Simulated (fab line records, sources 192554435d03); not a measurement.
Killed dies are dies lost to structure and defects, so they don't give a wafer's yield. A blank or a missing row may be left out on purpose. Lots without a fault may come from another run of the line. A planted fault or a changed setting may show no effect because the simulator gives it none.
fab line records | flow n5_finfet
record lots=5 wafers=15 last_day=17
route steps=1938 shown BEOL_M1@801 BEOL_M4@1111 PASSIVATION@1936
lots that met no fault: from a run of the same line without faults
start_h: hours from the record's first day to the start of the lot's first wafer shown | wait_h: hours since the lot's step before | " the same as in the row above | L1.1+2: a row that stands for several wafers | - no value, or no start given | * or withheld: withheld | < > ~ a bound
route shown NAME@n: a module of which the file shows steps, and the number in the route of the first | usual: mean/standard deviation of fault-free wafers | same: alike in all rows | chamber/n: place in a boat | sites: the reading at each site | _std_site: their standard deviation | _edge_site: outer sites' mean less inner sites' | radius_mm: how far each site lies from the wafer's centre | mask NAME#n: copy n | behind: the tool/chamber that last shaped the wafer | hold: why the lot was held/for how many hours/how that ended | device: the transistor (n, p or np) that didn't switch | end of line: the same wafers' tests at the end of the route | a step without rows: its recipe alone | killed: dies lost to structure and defects at the first sort, not the wafer's yield | map: a wafer's dies, x killed, . not, _ none there
set.NAME: the setting as run; set.NAME@STEP: as run at that earlier step | model.NAME: the simulator's own value behind a step, which no gauge read
lots at some steps of the route; a table a step, a row a wafer
services: from which hour (start_h, from the record's first day; less than 0 if before it) a tool's chamber was out of use, for how many hours, and why
## steps
# step N5_BEOL_M1_ETCH_41
# recipe chemistry=CH3F/O2 target=SiCN target_depth_a=319 taper_deg=2 time_s=57.8 ion_energy_ev=120 mask_material=TiN pressure_mtorr=30 source_w=395 bias_w=75 Ar_flow_sccm=150 CH3F_flow_sccm=30 O2_flow_sccm=20
# step N5_BEOL_M1_STRIP_97
# recipe chemistry=N2/H2 time_s=10 power_w=450 temp_c=40 pressure_mtorr=20 rf_frequency_hz=6e+07 bias_power_w=7 n2_flow_sccm=200 h2_flow_sccm=200
# step N5_BEOL_M1_OCD_MEAS_38
# usual trench_depth_nm=55.1/1.2
# columns lot.wafer tool chamber start_h wait_h trench_depth_nm
L169.2 ocd-01 - 144.53 - 53.1
L169.3 " - " " 57.0
L169.5 " - " " 55.0
L171.1 ocd-02 - 162.21 - 55.0
L171.2 " - " " 53.6
L171.6 " - " " 53.6
L178.2 ocd-01 - 207.92 - 52.8
L178.3 " - " " 55.5
L178.4 " - " " 53.7
L180.2 ocd-01 - 219.01 - 55.7
L180.3 " - " " 57.6
L180.6 " - " " 55.1
L185.2 ocd-02 - 246.95 - 56.7
L185.3 " - " " 53.5
L185.4 " - " " 53.9
# step N5_BEOL_M1_HM_STRIP_39
# recipe chemistry=peroxide_tin_strip material=TiN target_depth_a=250 temp_c=50 time_s=158
# step N5_BEOL_M1_SRD_40
# recipe time_s=30 temp_c=23 rinse_liquid=diw dry=ipa_marangoni
# step N5_BEOL_M1_PRECLEAN_42
# recipe chemistry=residue_remover time_s=60 temp_c=40
# step N5_BEOL_M1_SRD_43
# recipe time_s=30 temp_c=23 rinse_liquid=diw dry=ipa_marangoni
# step N5_BEOL_M1_CD_MEAS_35
# recipe target_cd_nm=18 target_cd_y_nm=21 polarity=opening
# usual cd_nm=18.0/0.33
# columns lot.wafer tool chamber start_h wait_h cd_nm
L169.2 cd_sem-03 - 144.68 0.0 18.1
L169.3 " - " " 18.6
L169.5 " - " " 18.1
L171.1 cd_sem-01 - 162.36 0.0 17.3
L171.2 " - " " 18.2
L171.6 " - " " 17.7
L178.2 cd_sem-02 - 208.08 0.0 17.9
L178.3 " - " " 17.9
L178.4 " - " " 18.0
L180.2 cd_sem-02 - 219.16 0.0 18.3
L180.3 " - " " 18.0
L180.6 " - " " 18.4
L185.2 cd_sem-02 - 247.10 0.0 18.0
L185.3 " - " " 18.2
L185.4 " - " " 18.3
# step N5_BEOL_M1_DEGAS_44
# recipe ambient=vacuum temp_c=250 time_s=60
# usual heater_power_w=339/24
# same time_s=60
# columns lot.wafer tool chamber start_h wait_h heater_power_w
L169.2 pvd_sputter-03 - 145.23 0.5 332
L169.3 " - " " 329
L169.5 " - " " 352
L171.1 pvd_sputter-03 - 162.58 0.2 326
L171.2 " - " " 350
L171.6 " - " " 314
L178.2 pvd_sputter-03 - 208.40 0.3 355
L178.3 " - " " 329
L178.4 " - " " 329
L180.2 pvd_sputter-03 - 219.72 0.6 353
L180.3 " - " " 323
L180.6 " - " " 331
L185.2 pvd_sputter-02 - 247.32 0.2 335
L185.3 " - " " 333
L185.4 " - " " 354
# step N5_BEOL_M1_PRE_CLEAN_45
# recipe gas=H2/He time_s=30 temp_c=250
# usual heater_power_w=340/24
# same time_s=30
# columns lot.wafer tool chamber start_h wait_h heater_power_w
L169.2 pvd_sputter-03 - 145.27 0.0 328
L169.3 " - " " 319
L169.5 " - " " 365
L171.1 pvd_sputter-03 - 162.62 0.0 323
L171.2 " - " " 368
L171.6 " - " " 325
L178.2 pvd_sputter-03 - 208.44 0.0 359
L178.3 " - " " 324
L178.4 " - " " 321
L180.2 pvd_sputter-03 - 219.76 0.0 355
L180.3 " - " " 316
L180.6 " - " " 318
L185.2 pvd_sputter-02 - 247.36 0.0 338
L185.3 " - " " 333
L185.4 " - " " 354
# step N5_BEOL_M1_ALD_84
# recipe material=TaN target_thk_a=* temp_c=275 ald_precursor_family=PDMAT ald_co_reactant=NH3 pressure_torr=3 carrier_flow_sccm=1500 pulse_time_s=2 purge_time_s=3 co_reactant_purge_time_s=2 co_reactant_pulse_time_s=3 ald_cycles=30 precursor_vessel_temp_c=75 precursor_vessel_pressure_torr=26.25 precursor_vessel_carrier_sccm=1000
# usual heater_power_w=408/37 precursor_vessel_temp_c=75.01/0.12
# same ald_cycles=30
# columns lot.wafer tool chamber start_h wait_h heater_power_w precursor_vessel_temp_c
L169.2 ald_metal-02 1 145.35 0.1 432 75.02
L169.3 " 3 " " 355 75.15
L169.5 " 3 " " 359 75.19
L171.1 ald_metal-04 3 162.70 0.1 388 75.24
L171.2 " 1 " " 456 75.05
L171.6 " 2 " " 380 75.07
L178.2 ald_metal-02 1 208.51 0.0 428 75.04
L178.3 " 2 " " 412 75.12
L178.4 " 3 " " 359 74.94
L180.2 ald_metal-01 1 219.83 0.0 377 74.85
L180.3 " 0 " " 393 74.92
L180.6 " 2 " " 499 74.99
L185.2 ald_metal-02 3 247.43 0.0 353 74.90
L185.3 " 0 " " 405 74.90
L185.4 " 2 " " 421 75.06
# step N5_BEOL_M1_SURFACE_TREAT_85
# recipe gas=Ar time_s=* ion_energy_ev=* ion_current_ma_cm2=0.5 pressure_mtorr=* ar_flow_sccm=30
# usual throttle_valve_pct=*
# same time_s=*
# columns lot.wafer tool chamber start_h wait_h throttle_valve_pct
L169.2 pvd_sputter-03 - 145.59 0.1 *
L169.3 " - " " *
L169.5 " - " " *
L171.1 pvd_sputter-01 - 163.00 0.2 *
L171.2 " - " " *
L171.6 " - " " *
L178.2 pvd_sputter-03 - 208.82 0.2 *
L178.3 " - " " *
L178.4 " - " " *
L180.2 pvd_sputter-01 - 220.16 0.2 *
L180.3 " - " " *
L180.6 " - " " *
L185.2 pvd_sputter-02 - 247.88 0.4 *
L185.3 " - " " *
L185.4 " - " " *
# step N5_BEOL_M1_CVD_47
# recipe material=Co target_thk_a=30 temp_c=withheld precursor=CCTBA/H2 pressure_torr=30 time_s=223.8
# usual run_length_s=246.8/0.66
# columns lot.wafer tool chamber start_h wait_h run_length_s
L169.2 cvd_co-01 0 145.66 0.0 245.7
L169.3 " 2 " " 247.6
L169.5 " 2 " " 247.6
L171.1 cvd_co-02 1 163.06 0.0 247.3
L171.2 " 0 " " 245.9
L171.6 " 1 " " 247.4
L178.2 cvd_co-02 1 208.88 0.0 246.9
L178.3 " 2 " " 246.9
L178.4 " 0 " " 245.9
L180.2 cvd_co-02 2 220.22 0.0 247.3
L180.3 " 1 " " 246.9
L180.6 " 1 " " 247.4
L185.2 cvd_co-01 1 247.98 0.1 409.0
L185.3 " 1 " " 409.1
L185.4 " 0 " " 245.8
# step N5_BEOL_M1_SPUTTER_48
# recipe material=Cu target_thk_a=45 temp_c=-20 chamber_pressure_pa=0.07 power_w=withheld time_s=8.29
# usual throttle_valve_pct=30.1/1.2
# same time_s=8.29
# columns lot.wafer tool chamber start_h wait_h throttle_valve_pct
L169.2 pvd_sputter-03 - 145.92 0.2 29.6
L169.3 " - " " 30.6
L169.5 " - " " 29.8
L171.1 pvd_sputter-01 - 163.24 0.1 30.9
L171.2 " - " " 31.7
L171.6 " - " " 28.9
L178.2 pvd_sputter-02 - 210.39 1.4 31.2
L178.3 " - " " 31.0
L178.4 " - " " 27.7
L180.2 pvd_sputter-02 - 220.68 0.4 29.8
L180.3 " - " " 31.4
L180.6 " - " " 31.1
L185.2 pvd_sputter-02 - 248.28 0.2 31.1
L185.3 " - " " 29.7
L185.4 " - " " 31.4
# step N5_BEOL_M4_RC_MEAS_101
# usual DIBL_N=35.9/1.7 DIBL_P=36.0/2.2 IOFF_N=0.16/0.031 IOFF_P=0.21/0.039 ION_N=678/13 ION_P=464/8.8 SS_N=71.5/0.61 SS_P=73.2/0.68 VT_N=249/3.3 VT_P=-250/3.8
# columns lot.wafer tool chamber start_h wait_h DIBL_N[mV/V] DIBL_P[mV/V] IOFF_N[nA/um] IOFF_P[nA/um] ION_N[uA/um] ION_P[uA/um] SS_N[mV/dec] SS_P[mV/dec] VT_N[mV] VT_P[mV]
L169.2 prober-01 0 193.50 0.2 35.3 37.2 0.15 0.20 688 471 71.1 74.0 252 -254
L169.3 " 0 " " 34.2 35.5 0.13 0.17 663 458 71.0 72.8 253 -253
L169.5 " 0 " " 34.9 37.3 0.14 0.20 675 458 71.3 73.6 253 -252
L171.1 prober-02 0 199.96 0.0 37.9 38.3 0.18 0.20 689 462 71.8 73.7 248 -253
L171.2 " 0 " " 35.9 34.8 0.15 0.15 666 444 72.0 72.1 252 -260
L171.6 " 0 " " 36.9 35.5 0.15 0.16 660 442 72.5 72.9 252 -258
L178.2 prober-02 0 250.32 0.2 37.2 38.3 0.20 0.28 681 476 70.6 74.5 243 -245
L178.3 " 0 " " 35.0 35.0 0.16 0.22 672 462 71.5 72.3 248 -245
L178.4 " 0 " " 31.6 30.9 0.10 0.15 653 461 70.6 71.4 257 -252
L180.2 prober-01 0 265.14 0.2 35.7 36.1 0.17 0.23 687 474 71.6 73.3 248 -248
L180.3 " 0 " " 35.7 36.2 0.15 0.23 682 475 71.2 73.5 247 -245
L180.6 " 0 " " 36.9 37.1 0.18 0.25 701 473 71.8 73.6 245 -245
L185.2 prober-02 0 285.22 0.2 37.5 37.9 0.17 0.22 680 468 71.4 73.1 248 -250
L185.3 " 0 " " 36.1 36.5 0.17 0.19 687 471 70.9 73.0 250 -253
L185.4 " 0 " " 36.1 35.8 0.15 0.18 672 460 72.1 73.7 250 -254
# step N5_PASSIVATION_PROBE_49
# usual defect_limited_yield=90.9/1.5 killed_at_M0_to_M3=36/10 killed_at_M4_up=13/5.5 killed_at_contacts=12/5.6 killed_at_front_end=42/12 killed_at_other=4/3.2 killed_dies=108/18 killed_open=71/13 killed_short=34/7.8 sort_bin_5_function=5.4/1 sort_bin_6_memory=3.4/0.68 sort_n_pass=1072/18 sort_yield_pct=90.9/1.5
# same gross_dies=1180 killed_at_back_side=0 sort_bin_4_leakage[%]=0 sort_bin_8_speed[%]=0
# columns lot.wafer tool chamber start_h wait_h defect_limited_yield[%] killed_at_M0_to_M3 killed_at_M4_up killed_at_contacts killed_at_front_end killed_at_other killed_dies killed_open killed_short sort_bin_5_function[%] sort_bin_6_memory[%] sort_n_pass sort_yield_pct[%]
L169.2 prober-02 - 289.21 0.1 90.8 27 10 11 59 1 108 73 34 4.9 3.9 1072 90.8
L169.3 prober-02 - 289.26 0.1 90.8 37 14 6 49 3 109 78 31 5.4 3.6 1071 90.8
L169.5 prober-02 - 289.36 0.2 92.4 30 12 7 40 1 90 53 36 4.1 3.1 1090 92.4
L171.1 prober-01 - 315.87 0.0 92.5 21 10 13 40 4 88 69 18 4.2 3.2 1092 92.5
L171.2 prober-01 - 315.92 0.1 91.1 37 15 5 42 6 105 68 37 4.8 3.6 1075 91.1
L171.6 prober-01 - 316.12 0.3 93.0 34 25 6 14 4 83 60 21 4.2 2.7 1097 93.0
L180.2 prober-01 - 385.75 0.1 93.0 17 16 5 35 10 83 52 31 4.3 2.5 1097 93.0
L180.3 prober-01 - 385.80 0.1 91.5 37 14 6 41 2 100 69 29 4.6 3.7 1080 91.5
L180.6 prober-01 - 385.95 0.3 91.2 38 12 9 43 2 104 66 35 5.3 3.0 1076 91.2
L185.2 prober-02 - 399.00 0.1 87.4 49 31 18 50 1 149 100 49 7.7 4.5 1031 87.4
L185.3 prober-02 - 399.05 0.1 89.3 48 14 14 47 3 126 74 50 6.1 3.9 1054 89.3
L185.4 prober-02 - 399.10 0.2 87.7 47 27 17 50 4 145 99 46 7.6 3.7 1035 87.7
# killed by level:class
L169.2 FIN_SAQP:geometric_particle:open=16 FIN_SAQP:geometric_particle:short=13 STI_FIN_REVEAL:geometric_particle:open=11 BEOL_M0_SAQP:geometric_particle:open=10 MOL_CONTACT_COAG:geometric_particle:open=8 BEOL_M0_SAQP:geometric_particle:short=6 GATE_CUT:geometric_particle:open=4 BEOL_M1:geometric_particle:open=4
L169.3 STI_FIN_REVEAL:geometric_particle:open=15 BEOL_M0_SAQP:geometric_particle:short=8 BEOL_M1:geometric_particle:open=8 FIN_SAQP:geometric_particle:open=7 DUMMY_GATE:geometric_particle:open=7 BEOL_M3:geometric_particle:open=7 FIN_SAQP:geometric_particle:short=6 BEOL_M4:geometric_particle:open=6
L169.5 STI_FIN_REVEAL:geometric_particle:open=8 BEOL_M0_SAQP:geometric_particle:short=8 FIN_SAQP:geometric_particle:short=5 DUMMY_GATE:geometric_particle:open=5 BEOL_M0_SAQP:geometric_particle:open=5 BEOL_M2:geometric_particle:open=5 BEOL_M3:geometric_particle:open=5 FIN_SAQP:geometric_particle:open=4
L171.1 FIN_SAQP:geometric_particle:open=16 MOL_CONTACT_COAG:geometric_particle:open=10 DUMMY_GATE:geometric_particle:open=8 STI_FIN_REVEAL:geometric_particle:open=7 BEOL_M1:geometric_particle:open=6 BEOL_M3:geometric_particle:short=5 BEOL_M4:geometric_particle:open=4 MOL_CONTACT_COAG:geometric_particle:short=3
L171.2 BEOL_M3:geometric_particle:open=14 FIN_SAQP:geometric_particle:open=13 FIN_SAQP:geometric_particle:short=7 BEOL_M0_SAQP:geometric_particle:short=7 DUMMY_GATE:geometric_particle:open=5 STI_FIN_REVEAL:geometric_particle:open=4 STARTING-WAFER:geometric_particle:open=4 BEOL_M1:geometric_particle:open=4
L171.6 BEOL_M4:geometric_particle:open=14 BEOL_M0_SAQP:geometric_particle:open=8 BEOL_M1:geometric_particle:open=7 BEOL_M3:geometric_particle:open=7 MOL_CONTACT_COAG:geometric_particle:open=5 BEOL_M0_SAQP:geometric_particle:short=5 STI_FIN_REVEAL:geometric_particle:open=3 STARTING-WAFER:geometric_particle:short=3
L180.2 BEOL_M0_SAQP:geometric_particle:short=7 BEOL_M4:geometric_particle:short=6 PAD_METAL:geometric_particle:open=6 GATE_CUT:geometric_particle:open=5 MOL_CONTACT_COAG:geometric_particle:open=5 BEOL_M0_SAQP:geometric_particle:open=5 BEOL_M4:geometric_particle:open=5 FIN_SAQP:geometric_particle:open=4
L180.3 FIN_SAQP:geometric_particle:open=17 BEOL_M2:geometric_particle:open=9 BEOL_M3:geometric_particle:open=7 GATE_CUT:geometric_particle:short=7 BEOL_M0_SAQP:geometric_particle:open=7 MOL_CONTACT_COAG:geometric_particle:open=6 BEOL_M1:geometric_particle:open=6 FIN_SAQP:geometric_particle:short=3
L180.6 BEOL_M2:geometric_particle:open=14 SPACER0:geometric_particle:short=7 GATE_CUT:geometric_particle:open=7 DUMMY_GATE:geometric_particle:open=6 MOL_CONTACT_COAG:geometric_particle:open=6 BEOL_M0_SAQP:geometric_particle:open=5 BEOL_M0_SAQP:geometric_particle:short=5 FIN_SAQP:geometric_particle:short=4
L185.2 BEOL_M0_SAQP:geometric_particle:open=18 BEOL_M0_SAQP:geometric_particle:short=17 STI_FIN_REVEAL:geometric_particle:open=16 BEOL_M4:geometric_particle:open=13 FIN_SAQP:geometric_particle:open=11 MOL_CONTACT_COAG:geometric_particle:open=10 MOL_CONTACT_COAG:geometric_particle:short=8 BEOL_M4:geometric_particle:short=8
L185.3 FIN_SAQP:geometric_particle:short=16 BEOL_M0_SAQP:geometric_particle:short=14 MOL_CONTACT_COAG:geometric_particle:open=12 BEOL_M0_SAQP:geometric_particle:open=11 STI_FIN_REVEAL:geometric_particle:open=8 BEOL_M2:geometric_particle:open=8 BEOL_M1:geometric_particle:open=6 BEOL_M3:geometric_particle:open=6
L185.4 BEOL_M4:geometric_particle:open=15 FIN_SAQP:geometric_particle:open=14 MOL_CONTACT_COAG:geometric_particle:open=14 FIN_SAQP:geometric_particle:short=12 BEOL_M0_SAQP:geometric_particle:open=11 BEOL_M0_SAQP:geometric_particle:short=11 BEOL_M3:geometric_particle:open=9 BEOL_M1:geometric_particle:open=6
## services
# columns tool chamber start_h hours kind
ald_metal-04 1 121.29 10.6 repair
ald_metal-04 - 138.31 2.8 pm
cvd_co-02 - 145.64 0.6 repair
ald_metal-01 - 147.30 0.9 repair
ald_metal-01 2 189.20 28.2 repair
ald_metal-02 - 199.93 1.4 repair
ald_metal-01 - 203.70 0.3 repair
ald_metal-04 - 218.32 1.2 pm
ald_metal-02 - 229.87 1.3 repair
cvd_co-01 2 231.54 18.0 repair
ald_metal-02 1 236.96 4.1 repair
ald_metal-04 1 244.04 - calibration
## key
first_sign step=N5_BEOL_M1_CVD_47 reading=run_length_s direction=up sigmas=99+ usual=* struck=*
effect none on later readings
met_at N5_BEOL_M1_CVD_47
struck_wafers L185.2,L185.3
fault kind=process_parameter_drift tool=cvd_co-01 chamber=1 onset_h=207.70 steps=N5_BEOL_M1_CVD_47 channel=time_s offset=* shape=step end_h=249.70 acts_in=* stated=*
